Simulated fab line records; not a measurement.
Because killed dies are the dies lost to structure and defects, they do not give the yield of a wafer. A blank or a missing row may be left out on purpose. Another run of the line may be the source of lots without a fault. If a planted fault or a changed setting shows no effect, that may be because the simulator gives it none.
Chamber matching :: flow n5-finfet :: 4 sister chambers for N5_BEOL_M8_DESCUM_16 on rie-diel-02
The step chemistry O2, time 7.9 s. 14 wafers are shown with their chamber, then 7 later ones without.

== WAFERS WITH THEIR CHAMBER ==
wafer: L076.3
chamber: 2
showerhead-plenum-p-Torr (Torr): 2.15
drypump-motor-current-A (A): 5.9
oes-product-au (a.u.): 0.71

wafer: L076.4
chamber: 0
showerhead-plenum-p-Torr (Torr): 1.98
drypump-motor-current-A (A): 5.7
oes-product-au (a.u.): 0.70

wafer: L076.6
chamber: 3
showerhead-plenum-p-Torr (Torr): 2.12
drypump-motor-current-A (A): 5.4
oes-product-au (a.u.): 0.88

wafer: L080.1
chamber: 1
showerhead-plenum-p-Torr (Torr): 2.14
drypump-motor-current-A (A): 5.0
oes-product-au (a.u.): 0.85

wafer: L080.4
chamber: 3
showerhead-plenum-p-Torr (Torr): 2.12
drypump-motor-current-A (A): 5.4
oes-product-au (a.u.): 0.87

wafer: L080.6
chamber: 2
showerhead-plenum-p-Torr (Torr): 2.15
drypump-motor-current-A (A): 5.9
oes-product-au (a.u.): 0.70

wafer: L082.1
chamber: 3
showerhead-plenum-p-Torr (Torr): 2.12
drypump-motor-current-A (A): 5.4
oes-product-au (a.u.): 0.86

wafer: L082.4
chamber: 1
showerhead-plenum-p-Torr (Torr): 2.14
drypump-motor-current-A (A): 5.0
oes-product-au (a.u.): 0.85

wafer: L082.5
chamber: 0
showerhead-plenum-p-Torr (Torr): 1.98
drypump-motor-current-A (A): 5.6
oes-product-au (a.u.): 0.70

wafer: L086.1
chamber: 3
showerhead-plenum-p-Torr (Torr): 2.11
drypump-motor-current-A (A): 5.4
oes-product-au (a.u.): 0.85

wafer: L086.2
chamber: 2
showerhead-plenum-p-Torr (Torr): 2.14
drypump-motor-current-A (A): 5.9
oes-product-au (a.u.): 0.69

wafer: L086.4
chamber: 0
showerhead-plenum-p-Torr (Torr): 1.97
drypump-motor-current-A (A): 5.7
oes-product-au (a.u.): 0.68

wafer: L088.2
chamber: 1
showerhead-plenum-p-Torr (Torr): 2.14
drypump-motor-current-A (A): 4.9
oes-product-au (a.u.): 0.82

wafer: L088.5
chamber: 0
showerhead-plenum-p-Torr (Torr): 1.97
drypump-motor-current-A (A): 5.6
oes-product-au (a.u.): 0.69

SIGNATURES, as means of the wafers listed above
reading: showerhead-plenum-p-Torr
chamber 0: 1.9750
chamber 1: 2.1400
chamber 2: 2.1467
chamber 3: 2.1175
scatter within a chamber: 0.00492

reading: drypump-motor-current-A
chamber 0: 5.650
chamber 1: 4.967
chamber 2: 5.900
chamber 3: 5.400
scatter within a chamber: 0.0408

reading: oes-product-au
chamber 0: 0.6925
chamber 1: 0.8400
chamber 2: 0.7000
chamber 3: 0.8650
scatter within a chamber: 0.0125
Rule: for each reading, subtract the chamber's mean from the wafer's reading, divide by that reading's scatter and square the result; add these up over the readings and take the root, which gives the wafer's distance from the chamber. If the next closest chamber is less than 2 further off than the closest, the wafer can't be placed; otherwise it belongs to the closest. How the scatter is found: for the shown wafers, subtract from each reading the mean of its chamber, square and add these, divide the total by (wafers less chambers), then take the root.

== WAFERS WITH NO CHAMBER GIVEN ==
wafer: L088.6
showerhead-plenum-p-Torr (Torr): 2.11
drypump-motor-current-A (A): 5.4
oes-product-au (a.u.): 0.85

wafer: L094.4
showerhead-plenum-p-Torr (Torr): 1.97
drypump-motor-current-A (A): 5.7
oes-product-au (a.u.): 0.67

wafer: L094.5
showerhead-plenum-p-Torr (Torr): 2.13
drypump-motor-current-A (A): 4.9
oes-product-au (a.u.): 0.80

wafer: L094.6
showerhead-plenum-p-Torr (Torr): 2.13
drypump-motor-current-A (A): 5.9
oes-product-au (a.u.): 0.68

wafer: L095.2
showerhead-plenum-p-Torr (Torr): 2.13
drypump-motor-current-A (A): 5.0
oes-product-au (a.u.): 0.79

wafer: L095.4
showerhead-plenum-p-Torr (Torr): 2.13
drypump-motor-current-A (A): 5.0
oes-product-au (a.u.): 0.80

wafer: L095.5
showerhead-plenum-p-Torr (Torr): 1.97
drypump-motor-current-A (A): 5.7
oes-product-au (a.u.): 0.67

== CHAMBER TAKEN BY EACH ==
wafer: L088.6
from the rows above: 3
in truth: 3

wafer: L094.4
from the rows above: 0
in truth: 0

wafer: L094.5
from the rows above: 1
in truth: 1

wafer: L094.6
from the rows above: 2
in truth: 2

wafer: L095.2
from the rows above: 1
in truth: 1

wafer: L095.4
from the rows above: 1
in truth: 1

wafer: L095.5
from the rows above: 0
in truth: 0
Correct placement for 7 of the 7. Number that these rows cannot place: 0. Placed wrongly: 0.
